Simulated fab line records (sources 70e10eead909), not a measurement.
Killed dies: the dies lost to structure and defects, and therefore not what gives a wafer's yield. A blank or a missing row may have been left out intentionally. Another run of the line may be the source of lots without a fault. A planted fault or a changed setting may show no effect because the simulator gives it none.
fab line records	flow nandHarc
record lots=6	wafers=18	lastDay=24
route steps=1159 shown P_GATE@126 END@1159
lots that met no fault: from a run of the same line without faults
startH: the number of hours between the record's first day and the start of the first shown wafer of the lot	waitH: time in hours since the lot's previous step	" as in the row above	L1.1+2: a single row standing in for several wafers	- either no value or no given start	* or withheld: withheld	< > ~ a bound
route shown NAME@n: names a module that has steps shown in the file, with the first one's number in the route	usual: mean/standard deviation of fault-free wafers	same: alike in all rows	chamber/n: place in a boat	sites: per-site readings	_std_site: the values' standard deviation	_edge_site: outer sites' mean less inner sites'	radiusMm: for every site, how far away it sits from the centre of the wafer	mask NAME#n: copy n	behind: the most recent tool/chamber to have shaped the wafer	hold: reason for holding the lot/hours on hold/outcome of the hold	device: which transistor (n, p or np) failed to switch	end of line: tests of these same wafers at the route's end	a step given without rows: its recipe and nothing more	killed: count of dies lost to structure and defects at first sort (not the wafer's yield)	map: per-die view of a wafer (x killed, . not killed, _ where there is no die)
set.NAME: the setting the step ran with; set.NAME@STEP: the setting that earlier step ran with	model.NAME: the simulator's own value behind a step, which no gauge read
lots at selected steps of the route; one table per step, one row per wafer
services: from which hour (startH, from the record's first day; less than 0 if before it) a tool's chamber was out of use, for how many hours, and why
## steps
# step NHARC_P_GATE_STRIP_15
# recipe timeS=780	tempC=130	chemistry=SPM
# step NHARC_P_GATE_PRECLEAN_71
# recipe timeS=*	tempC=50	bathAgeMin=0	chemistry=SC1
# step NHARC_P_GATE_SRD_72
# step NHARC_P_GATE_OXIDE_16
# recipe targetThkA=30	tempC=875	oxTimeS=392	material=SiO2
# step NHARC_P_GATE_CVD_17
# recipe targetThkA=1500	tempC=620	timeS=900	material=poly-Si
# step NHARC_P_GATE_HM_DEP_102
# recipe targetThkA=1200	tempC=400	material=aC
# usual throttleValvePct=35.000/0.01
lot.wafer	tool	chamber	startH	waitH	throttleValvePct
L626.2	aclDep-02	0	104.83	0.5	35.004
L626.5	"	0	"	"	34.991
L626.6	"	0	"	"	35.002
L629.2	aclDep-02	0	130.70	2.3	34.969
L629.3	"	0	"	"	35.012
L629.4	"	0	"	"	34.996
L632.3	aclDep-03	0	140.78	0.6	35.009
L632.4	"	0	"	"	35.004
L632.6	"	0	"	"	35.002
L633.1	aclDep-02	0	146.67	0.4	34.995
L633.2	"	0	"	"	34.988
L633.3	"	0	"	"	34.992
L638.2	aclDep-02	0	184.96	4.0	35.020
L638.4	"	0	"	"	34.992
L638.5	"	0	"	"	34.984
L641.3	aclDep-02	0	195.66	4.4	34.996
L641.4	"	0	"	"	35.013
L641.5	"	0	"	"	35.000
# step NHARC_P_GATE_DEP_103
# recipe targetThkA=300	targetThkNm=30	tempC=400	flowSccm=200	rfW=350	material=SiON
# usual heaterPowerOuterW=415/71	heaterPowerW=689/110
lot.wafer	tool	chamber	startH	waitH	heaterPowerOuterW	heaterPowerW	sinceWetCleanH
L626.2	pecvd-01	2	105.42	0.5	301	535	36
L626.5	"	1	"	"	408	669	-
L626.6	"	2	"	"	296	546	-
L629.2	pecvd-02	0	131.24	0.4	541	886	146
L629.3	"	1	"	"	430	653	146
L629.4	"	2	"	"	355	585	-
L632.3	pecvd-04	2	141.44	0.5	507	822	114
L632.6	"	1	"	"	359	608	-
L632.4	"	2	"	"	514	832	-
L633.3	pecvd-02	2	147.34	0.3	433	686	162
L633.1	"	0	"	"	590	924	162
L633.2	"	1	"	"	393	603	162
L638.2	pecvd-02	1	185.54	0.5	411	613	19
L638.4	"	0	"	"	447	771	-
L638.5	"	1	"	"	411	643	-
L641.3	pecvd-01	2	196.11	0.3	304	558	127
L641.5	"	2	"	"	318	556	-
L641.4	"	1	"	"	342	597	-
# step NHARC_P_GATE_DEHYDRATE_18
# recipe tempC=150	timeS=120
# step NHARC_P_GATE_HMDS_19
# recipe timeS=30
# step NHARC_P_GATE_COAT_20
# recipe spinRpm=1500	resistThkNm=90
# step NHARC_P_GATE_SOFTBAKE_21
# recipe tempC=105	timeS=55
# step NHARC_P_GATE_EBR_22
# step NHARC_P_GATE_EXPOSE_23
# recipe na=1.35	targetCdNm=120	doseMj=93.91	maskId=P_GATE
# usual exposureDoseMJCm2=93.91/0.093
lot.wafer	tool	chamber	startH	waitH	mask	exposureDoseMJCm2
L626.2	arfiScanner-03	0	105.84	-	P_GATE#0	93.94
L626.5	"	0	"	"	P_GATE#0	94.12
L626.6	"	0	"	"	P_GATE#0	94.05
L629.2	arfiScanner-01	0	131.79	-	P_GATE#0	94.00
L629.3	"	0	"	"	P_GATE#0	93.83
L629.4	"	0	"	"	P_GATE#0	93.86
L632.3	arfiScanner-01	0	141.93	-	P_GATE#0	101.07
L632.4	"	0	"	"	P_GATE#0	101.13
L632.6	"	0	"	"	P_GATE#0	101.18
L633.1	arfiScanner-03	0	147.89	-	P_GATE#0	93.90
L633.2	"	0	"	"	P_GATE#0	94.00
L633.3	"	0	"	"	P_GATE#0	94.00
L638.2	arfiScanner-01	0	185.93	-	P_GATE#0	100.98
L638.4	"	0	"	"	P_GATE#0	101.00
L638.5	"	0	"	"	P_GATE#0	100.98
L641.3	arfiScanner-03	0	196.66	-	P_GATE#0	93.96
L641.4	"	0	"	"	P_GATE#0	93.92
L641.5	"	0	"	"	P_GATE#0	94.04
# step NHARC_P_GATE_PEB_24
# recipe pebTempC=100	pebTimeS=65
# step NHARC_P_GATE_DEVELOP_25
# recipe developTimeS=35	devTempC=23
# step NHARC_P_GATE_CD_MEAS_26
# recipe targetCdNm=120	landingEnergyEv=500
# usual cdNm=119.9/0.65
lot.wafer	tool	chamber	startH	waitH	cdNm
L626.2	cdSem-02	0	105.98	-	119.4
L626.5	"	0	"	"	119.2
L626.6	"	0	"	"	120.1
L629.2	cdSem-02	0	131.92	-	120.3
L629.3	"	0	"	"	119.9
L629.4	"	0	"	"	120.6
L632.3	cdSem-03	0	142.07	-	115.9
L632.4	"	0	"	"	115.8
L632.6	"	0	"	"	114.8
L633.1	cdSem-01	0	148.02	-	120.7
L633.2	"	0	"	"	120.7
L633.3	"	0	"	"	120.9
L638.2	cdSem-01	0	186.06	-	114.1
L638.4	"	0	"	"	114.3
L638.5	"	0	"	"	115.4
L641.3	cdSem-02	0	196.80	-	119.2
L641.4	"	0	"	"	120.1
L641.5	"	0	"	"	119.9
# step NHARC_P_GATE_OVL_MEAS_27
# usual overlayXNm=-0.3/0.87	overlayYNm=0.3/0.79
lot.wafer	tool	chamber	startH	waitH	overlayXNm	overlayYNm
L626.2	overlay-02	-	106.07	-	-1.4	-0.5
L626.5	"	-	"	"	-2.0	-1.4
L626.6	"	-	"	"	-1.0	-0.4
L629.2	overlay-01	-	132.01	-	-1.5	0.5
L629.3	"	-	"	"	-1.8	0.2
L629.4	"	-	"	"	-1.2	0.3
L632.3	overlay-02	-	142.15	-	-0.3	0.2
L632.4	"	-	"	"	-0.4	0.3
L632.6	"	-	"	"	-0.7	1.1
L633.1	overlay-02	-	148.11	-	0.1	0.6
L633.2	"	-	"	"	0.2	0.9
L633.3	"	-	"	"	-0.3	1.3
L638.2	overlay-01	-	186.15	-	-0.2	0.6
L638.4	"	-	"	"	-0.1	0.2
L638.5	"	-	"	"	0.3	0.2
L641.3	overlay-02	-	196.88	-	-0.8	0.3
L641.4	"	-	"	"	-0.7	-0.1
L641.5	"	-	"	"	-1.2	-0.3
# step NHARC_P_GATE_INSPECT_28
# usual rawDefectCount=6.1/2.8
lot.wafer	tool	chamber	startH	waitH	rawDefectCount
L626.2	defectInspect-02	-	106.10	0.0	5
L626.5	"	-	"	"	6
L626.6	"	-	"	"	9
L629.2	defectInspect-02	-	132.05	0.0	5
L629.3	"	-	"	"	9
L629.4	"	-	"	"	4
L632.3	defectInspect-01	-	142.19	0.0	6
L632.4	"	-	"	"	7
L632.6	"	-	"	"	4
L633.1	defectInspect-01	-	148.15	0.0	6
L633.2	"	-	"	"	1
L633.3	"	-	"	"	2
L638.2	defectInspect-01	-	186.19	0.0	6
L638.4	"	-	"	"	5
L638.5	"	-	"	"	8
L641.3	defectInspect-01	-	196.92	0.0	3
L641.4	"	-	"	"	6
L641.5	"	-	"	"	7
# step NHARC_P_GATE_DESCUM_31
# recipe timeS=3	o2FlowSccm=200	arFlowSccm=0	biasPowerW=0	chemistry=O2
# usual drypumpMotorCurrentA=5.8/0.38	oesProductAu=1.002/0.012	rfVppV=57.8/0.84	showerheadPlenumPTorr=1.92/0.056	throttleValvePct=11.311/0.01
lot.wafer	tool	chamber	startH	waitH	drypumpMotorCurrentA	oesProductAu	rfHoursCounterH	rfVppV	showerheadPlenumPTorr	throttleValvePct	model.P_GATE.cdNm
L626.2	rieDiel-02	3	106.23	0.1	6.1	1.020	47	58.3	1.93	11.312	119
L626.5	"	1	"	"	6.0	1.002	-	57.7	2.00	11.298	120.2
L626.6	"	2	"	"	5.9	1.005	-	56.9	1.85	11.320	119.5
L629.3	rieDiel-05	2	132.11	0.1	6.1	1.004	26	56.8	1.88	11.305	120.6
L629.2	"	0	"	"	5.9	0.994	24	57.0	1.94	11.322	120.4
L629.4	"	1	"	"	5.8	1.018	26	57.0	1.88	11.311	120.5
L632.3	rieDiel-05	0	142.27	0.1	5.9	1.004	26	57.0	1.94	11.310	116.1
L632.6	"	0	"	"	5.9	0.999	-	57.1	1.94	11.318	115.3
L632.4	"	2	"	"	6.1	0.997	-	57.4	1.87	11.307	116.5
L633.2	rieDiel-05	0	148.21	0.1	6.0	1.000	26	58.5	1.94	11.317	120.7
L633.3	"	1	"	"	5.8	1.015	28	57.3	1.88	11.316	121.1
L633.1	"	2	"	"	6.1	1.006	29	57.8	1.87	11.298	120.8
L638.2	rieDiel-08	1	186.25	0.1	5.0	1.007	22	56.2	1.87	11.330	113.8
L638.4	"	3	"	"	5.3	0.980	26	58.4	1.98	11.303	114.4
L638.5	"	1	"	"	5.0	1.012	-	58.1	1.87	11.308	114.7
L641.3	rieDiel-08	0	197.06	0.1	6.1	0.973	27	57.3	1.81	11.324	118.9
L641.4	"	3	"	"	5.3	0.989	29	58.2	1.98	11.314	119.8
L641.5	"	1	"	"	5.0	1.008	-	56.4	1.87	11.317	119.9
# step NHARC_P_GATE_ETCH_104
# recipe targetDepthA=600	timeS=withheld	cf4FlowSccm=100	chf3FlowSccm=30	arFlowSccm=0	rfW=500	biasW=200	chemistry=CF4/CHF3
# usual drypumpMotorCurrentA=5.8/0.39	oesProductAu=0.950/0.022	rfVppV=370.9/1.7	showerheadPlenumPTorr=1.58/0.043	throttleValvePct=16.803/0.0093
lot.wafer	tool	chamber	startH	waitH	drypumpMotorCurrentA	oesProductAu	rfVppV	showerheadPlenumPTorr	throttleValvePct	model.P_GATE.cdNm
L626.2	rieDiel-02	0	106.31	0.1	5.1	0.954	370.0	1.60	16.807	119
L626.6	"	3	"	"	6.2	0.976	372.4	1.59	16.818	119.2
L626.5	"	0	"	"	5.1	0.959	372.0	1.60	16.772	120.1
L629.2	rieDiel-05	1	132.38	0.2	5.8	0.967	369.5	1.54	16.797	120.5
L629.3	"	2	"	"	6.2	0.950	369.8	1.54	16.795	121.1
L629.4	"	3	"	"	5.7	0.950	371.0	1.62	16.802	121
L632.3	rieDiel-05	2	142.37	0.1	6.1	0.926	370.6	1.54	16.798	117
L632.6	"	2	"	"	6.1	0.923	370.2	1.54	16.793	116
L632.4	"	3	"	"	5.7	0.933	373.1	1.61	16.802	117
L633.3	rieDiel-05	2	148.30	0.1	6.1	0.922	371.6	1.54	16.811	122
L633.2	"	3	"	"	5.7	0.936	373.2	1.61	16.790	121.3
L633.1	"	0	"	"	5.9	0.916	372.3	1.60	16.804	121.1
L638.2	rieDiel-08	2	186.34	0.1	5.9	0.963	373.3	1.63	16.802	113.8
L638.4	"	3	"	"	5.3	0.965	373.5	1.63	16.807	114.7
L638.5	"	1	"	"	5.0	0.969	368.2	1.54	16.805	115.3
L641.4	rieDiel-08	1	197.17	0.1	5.0	0.936	369.7	1.54	16.798	120.7
L641.3	"	2	"	"	5.9	0.932	372.8	1.63	16.794	119.3
L641.5	"	0	"	"	6.1	0.908	368.7	1.50	16.803	120.7
# step NHARC_P_GATE_HM_OPEN_105
# recipe targetDepthA=3600	o2FlowSccm=400	cosFlowSccm=20	arFlowSccm=0	rfW=500	biasW=300	chemistry=O2/COS
# usual cosFlowSccm=20.00/0.057	drypumpMotorCurrentA=5.8/0.36	oesProductAu=1.002/0.014	rfVppV=467.7/2	showerheadPlenumPTorr=3.14/0.089	throttleValvePct=28.330/0.0089
lot.wafer	tool	chamber	startH	waitH	cosFlowSccm	drypumpMotorCurrentA	oesProductAu	rfHoursCounterH	rfVppV	showerheadPlenumPTorr	throttleValvePct
L626.2	rieDiel-02	1	-	-	19.80	6.0	1.018	46	471.5	3.26	28.348
L626.6	"	2	"	"	19.90	5.9	1.010	-	465.4	3.03	28.333
L626.5	"	3	"	"	19.95	6.2	1.030	-	468.8	3.15	28.319
L629.4	rieDiel-05	0	-	-	20.07	6.0	0.996	24	469.2	3.17	28.322
L629.3	"	1	"	"	20.04	5.8	1.001	26	466.9	3.07	28.329
L629.2	"	2	"	"	19.99	6.2	0.991	26	465.3	3.06	28.353
L632.3	rieDiel-05	0	-	-	20.04	5.9	0.976	26	469.2	3.17	28.334
L632.4	"	3	"	"	20.01	5.7	1.005	-	468.5	3.20	28.323
L632.6	"	0	"	"	20.00	6.0	0.982	-	468.6	3.17	28.325
L633.2	rieDiel-05	0	-	-	20.05	6.0	0.990	27	467.7	3.17	28.331
L633.1	"	2	"	"	20.03	6.1	0.992	29	466.6	3.06	28.337
L633.3	"	3	"	"	20.05	5.7	1.000	27	470.6	3.20	28.323
L638.2	rieDiel-08	3	-	-	20.06	5.3	0.993	26	469.3	3.22	28.326
L638.4	"	2	"	"	20.11	5.9	1.012	20	468.2	3.23	28.325
L638.5	"	0	"	"	19.99	6.1	0.985	-	465.2	2.97	28.325
L641.3	rieDiel-08	2	-	-	20.05	5.9	1.004	23	467.5	3.23	28.314
L641.4	"	1	"	"	19.93	5.0	1.001	24	466.2	3.06	28.329
L641.5	"	2	"	"	20.02	5.9	0.999	-	468.3	3.23	28.344
# step NHARC_END_SORT_01
# recipe tempC=25
# usual killedAtArray=26/9.1	killedAtOther=0.7/0.9	killedAtPeriphery=3.6/2.8	killedDies=30/9.2	killedOpen=3.0/1.9	killedShort=2.0/1.4
# same grossDies=677
lot.wafer	tool	chamber	startH	waitH	killedAtArray	killedAtOther	killedAtPeriphery	killedDies	killedOpen	killedShort
L626.2	prober-01	0	460.94	2.8	17	1	3	21	0	1
L626.5	prober-01	0	463.37	3.7	18	1	2	21	3	2
L626.6	prober-01	0	464.18	4.1	27	0	3	30	1	1
L629.2	prober-01	0	482.53	2.8	16	0	4	20	2	2
L629.3	prober-01	0	483.32	3.1	10	3	7	20	2	1
L629.4	prober-01	0	484.10	3.4	17	1	1	19	3	1
L638.2	prober-01	0	562.55	2.8	27	2	5	34	3	2
L638.4	prober-01	0	564.17	3.4	34	0	7	41	6	3
L638.5	prober-01	0	564.98	3.7	23	1	7	31	6	3
# killed by level:class
L626.2 A_CHANNEL_HOLE_D1:chamberFilmFlake=6 A_SLIT:chamberFilmFlake=6 P_ZERO_WELL:chamberFilmFlake=2 A_WL_FILL:geometricParticle:short=1 P_GATE:chamberFilmFlake=1 A_STAIRCASE:chamberFilmFlake=1 A_SGD_CUT:chamberFilmFlake=1 A_WL_FILL:chamberFilmFlake=1
L626.5 A_SLIT:chamberFilmFlake=6 A_CHANNEL_HOLE_D1:chamberFilmFlake=4 A_CHANNEL_FILL_D1:geometricParticle:short=2 A_STAIRCASE:chamberFilmFlake=2 A_WL_FILL:chamberFilmFlake=2 P_CONTACT:geometricParticle:open=1 A_M0:geometricParticle:open=1 STARTING-WAFER:geometricParticle:open=1
L626.6 A_SLIT:chamberFilmFlake=13 A_CHANNEL_HOLE_D1:chamberFilmFlake=5 P_ZERO_WELL:chamberFilmFlake=3 A_STAIRCASE:chamberFilmFlake=3 A_CHANNEL_FILL_D1:chamberFilmFlake=2 A_STAIRCASE:geometricParticle:open=1 A_WL_FILL:geometricParticle:short=1 A_CONTACT:chamberFilmFlake=1
L629.2 A_STAIRCASE:chamberFilmFlake=6 A_CHANNEL_HOLE_D1:chamberFilmFlake=5 P_STI:chamberFilmFlake=2 A_CONTACT:chamberFilmFlake=2 P_CONTACT:geometricParticle:short=1 P_CONTACT:geometricParticle:open=1 A_SOURCE_PLATE:geometricParticle:short=1 A_ONON_D1:geometricParticle:open=1
L629.3 A_CONTACT:chamberFilmFlake=5 P_STI:chamberFilmFlake=4 THIN_TSV:chamberFilmFlake=3 A_CHANNEL_HOLE_D1:chamberFilmFlake=2 P_CONTACT:geometricParticle:open=1 A_SOURCE_PLATE:geometricParticle:short=1 A_CONTACT:geometricParticle:open=1 P_GATE:chamberFilmFlake=1
L629.4 A_CHANNEL_HOLE_D1:chamberFilmFlake=5 A_STAIRCASE:chamberFilmFlake=5 A_ONON_D1:geometricParticle:open=1 A_CHANNEL_FILL_D1:geometricParticle:open=1 A_CONTACT:geometricParticle:short=1 A_CONTACT:geometricParticle:open=1 P_GATE:chamberFilmFlake=1 A_CHANNEL_FILL_D1:chamberFilmFlake=1
L638.2 A_CHANNEL_HOLE_D1:chamberFilmFlake=16 A_CONTACT:chamberFilmFlake=5 P_M1:chamberFilmFlake=3 P_CONTACT:geometricParticle:open=1 A_STAIRCASE:geometricParticle:open=1 A_WL_FILL:geometricParticle:open=1 A_M0:geometricParticle:short=1 STARTING-WAFER:geometricParticle:short=1
L638.4 A_CHANNEL_HOLE_D1:chamberFilmFlake=18 A_CONTACT:chamberFilmFlake=8 P_GATE:geometricParticle:short=2 P_CONTACT:geometricParticle:open=2 P_BONDPAD:chamberFilmFlake=2 A_SGD_CUT:geometricParticle:short=1 A_SGD_CUT:geometricParticle:open=1 A_CONTACT:geometricParticle:open=1
L638.5 A_CHANNEL_HOLE_D1:chamberFilmFlake=14 P_BONDPAD:chamberFilmFlake=4 A_CONTACT:chamberFilmFlake=3 P_M0:geometricParticle:open=2 A_ONON_D1:geometricParticle:open=2 P_M0:geometricParticle:short=1 A_SGD_CUT:geometricParticle:short=1 A_CONTACT:geometricParticle:open=1
## services
tool	chamber	startH	hours	kind
arfiScanner-01	-	85.61	3.3	repair
rieDiel-05	0	93.99	-	clean
rieDiel-05	1	93.99	-	clean
rieDiel-05	2	93.99	-	clean
rieDiel-05	3	93.99	-	clean
rieDiel-02	-	115.16	0.4	repair
rieDiel-05	0	118.49	-	clean
rieDiel-05	1	118.49	-	clean
rieDiel-05	2	118.49	-	clean
rieDiel-08	-	124.82	9.0	pm
aclDep-03	-	136.01	0.4	repair
arfiScanner-03	-	140.00	4.0	pm
rieDiel-05	1	140.06	5.8	repair
arfiScanner-03	-	148.13	0.3	repair
rieDiel-02	1	149.00	4.4	repair
rieDiel-02	-	151.47	9.0	pm
pecvd-02	-	153.12	13.0	pm
rieDiel-05	-	163.69	9.0	pm
rieDiel-08	2	167.35	5.3	repair
aclDep-02	-	169.32	13.0	pm
rieDiel-05	1	181.30	29.0	repair
rieDiel-05	0	192.09	8.7	repair
pecvd-04	-	195.00	13.0	pm
arfiScanner-01	-	196.00	4.0	pm
## key
firstSign step=NHARC_P_GATE_EXPOSE_23	reading=exposureDoseMJCm2	direction=up	sigmas=77	usual=93.91	struck=101.06
effect step=NHARC_P_GATE_CD_MEAS_26	reading=cdNm	direction=down	sigmas=7.5	usual=119.9	struck=115.1
modelEffect step=NHARC_P_GATE_DESCUM_31	value=P_GATE.cdNm	without=119.5	struck=115.1
modelEffect step=NHARC_P_GATE_ETCH_104	value=P_GATE.cdNm	without=120	struck=115.6
metAt NHARC_P_GATE_EXPOSE_23
struckWafers L632.3,L632.4,L632.6,L638.2,L638.4,L638.5
testerLeftOut L632,L638
onsetBetween 131.79 141.93
fault kind=processParameterDrift	tool=arfiScanner-01	chamber=-	onsetH=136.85	steps=NHARC_P_GATE_EXPOSE_23	channel=doseMj	offset=7.1745	shape=step	actsIn=theseRecipesOnly	stated=93.91
# testerLeftOut: of these lots the tester's yield and bins aren't shown, on N5 and GAA mostly nor the transistor test; their killed dies are dies lost to structure and defects alone, not to doping, threshold or leakage, so they don't give the yield
